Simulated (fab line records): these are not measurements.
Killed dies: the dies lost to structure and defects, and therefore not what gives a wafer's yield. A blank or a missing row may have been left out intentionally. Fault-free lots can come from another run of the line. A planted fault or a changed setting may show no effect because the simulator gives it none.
A lot that was struck, set against a sound lot || flow nandHarc || 19 steps out of a route of 1302
Sound: wafers L554.4, L554.5, L554.6. Wafers struck: L568.2, L568.3, L568.6. The cause is given at the end.
At each step with rows: each side's tool, then ch and its chambers, then its first start. Under that, the readings that differ: sound wafers || struck wafers || difference of the means || sigmas: that difference in standard deviations of wafers without a fault.
alike: a reading whose means differ by less than 2 such deviations, as well as words and numbers matching on both sides. not compared: withheld readings; readings where some wafer has no value; bounds like >300 that might hide an equal value; numbers whose values overlap and for which the record gives no deviation.
The two part at a step that has a row with sigmas, a row that says differs or no value, or rows on one side only. When numbers do not overlap yet have no deviation, they are printed without sigmas and do not part them. A reading missing from all wafers of one side parts the sides only when that side holds two or more wafers.

first, 1 step without rows for these wafers: NHARC_P_GATE_DEVELOP_90 (time 70 s).
NHARC_P_GATE_CD_MEAS_91 targets a cd of 2000 nm.
  sound on cdSem-01 ch 0, day 6 23:09; struck on cdSem-03 ch 0, day 12 17:56
  alike: cdNm
then, 1 step without rows for these wafers: NHARC_P_GATE_HARDBAKE_92 (time 80 s).
NHARC_P_GATE_DESCUM_93: chemistry O2, time 3 s.
  sound on rieDiel-03 ch 0,2,3, day 6 23:19; struck on rieDiel-06 ch 1,2,3, day 12 18:07
  alike: chamberPressureMTorr, drypumpMotorCurrentA, o2FlowSccm, oesProductAu, rfVppV, showerheadPlenumPTorr, throttleValvePct
  not compared: rfHoursCounterH
next, for these wafers, 1 step has no rows: NHARC_P_GATE_IMPLANT_94.
NHARC_P_GATE_STRIP_113: strips in N2/H2, time 740 s.
  sound on plasmaAsher-02 ch 0,1, day 6 23:54; struck on plasmaAsher-02 ch 0,1, day 12 18:28
  alike: drypumpMotorCurrentA, heaterPowerW, tempC
  not compared: rfHoursCounterH
then, 2 steps without rows for these wafers: NHARC_P_GATE_STRIP_95 (strips in O2); NHARC_P_GATE_STRIP_96 (strips in SPM, time 900 s).
NHARC_P_GATE_RTA_64: time 1 s.
  sound on rtpAnneal-02 ch 0, day 7 01:01; struck on rtpAnneal-01 ch 0, day 12 19:46
{"reading": "lampPowerPct (%)", "sound": "30.8 30.8 30.9", "struck": "33.4 33.3 33.4", "difference": "+2.5", "sigmas": "+2"}
{"reading": "lamp_zone_7_pct (%)", "sound": "31.2 31.3 31.3", "struck": "33.7 33.7 33.8", "difference": "+2.5", "sigmas": "+2"}
  alike: annealTempCMax, wafer_temp_C_max
then, 1 step without rows for these wafers: NHARC_P_GATE_ETCH_77 (etches SiO2 in dHF, target depth 6 nm).
NHARC_P_GATE_DEGAS_109: time 60 s.
  sound: pvdSputter-02 at day 7 01:17; struck: pvdSputter-03 at day 12 20:03
  alike: heaterPowerW
then, 1 step without rows for these wafers: NHARC_P_GATE_PRE_CLEAN_110 (time 30 s).
NHARC_P_GATE_SPUTTER_78: material Ni, target thk 10 nm.
  sound: pvdSputter-02 at day 7 01:23; struck: pvdSputter-03 at day 12 20:10
then, 3 steps without rows for these wafers: NHARC_P_GATE_SPUTTER_79 (material TiN, target thk 10 nm); NHARC_P_GATE_RTA_80 (time 30 s); NHARC_P_GATE_STRIP_67 (strips in SPM, time 600 s).
NHARC_P_GATE_RTA_82: time 30 s.
  sound on rtpAnneal-01 ch 0, day 7 02:07; struck on rtpAnneal-01 ch 0, day 12 20:49
  alike: annealTempCMax, lampPowerPct, lamp_zone_7_pct, wafer_temp_C_max
NHARC_P_GATE_INSPECT_68:
  sound: defectInspect-01 at day 7 02:15; struck: defectInspect-02 at day 12 20:59
  alike: rawDefectCount
-- break in the record here, with 19 days between the starts of the struck wafers on either side (left off in module P_GATE, picked up again in module END, where the first step shown is number 1302 on the route) --
NHARC_END_SORT_01:
  the record has rows for the struck wafers here (prober-01 ch 0, day 31 12:25) and none for the sound ones

WHERE THEY PART
Last at NHARC_END_SORT_01 as far as this record goes, first at NHARC_P_GATE_RTA_64.

WHY: the cause the simulator had injected
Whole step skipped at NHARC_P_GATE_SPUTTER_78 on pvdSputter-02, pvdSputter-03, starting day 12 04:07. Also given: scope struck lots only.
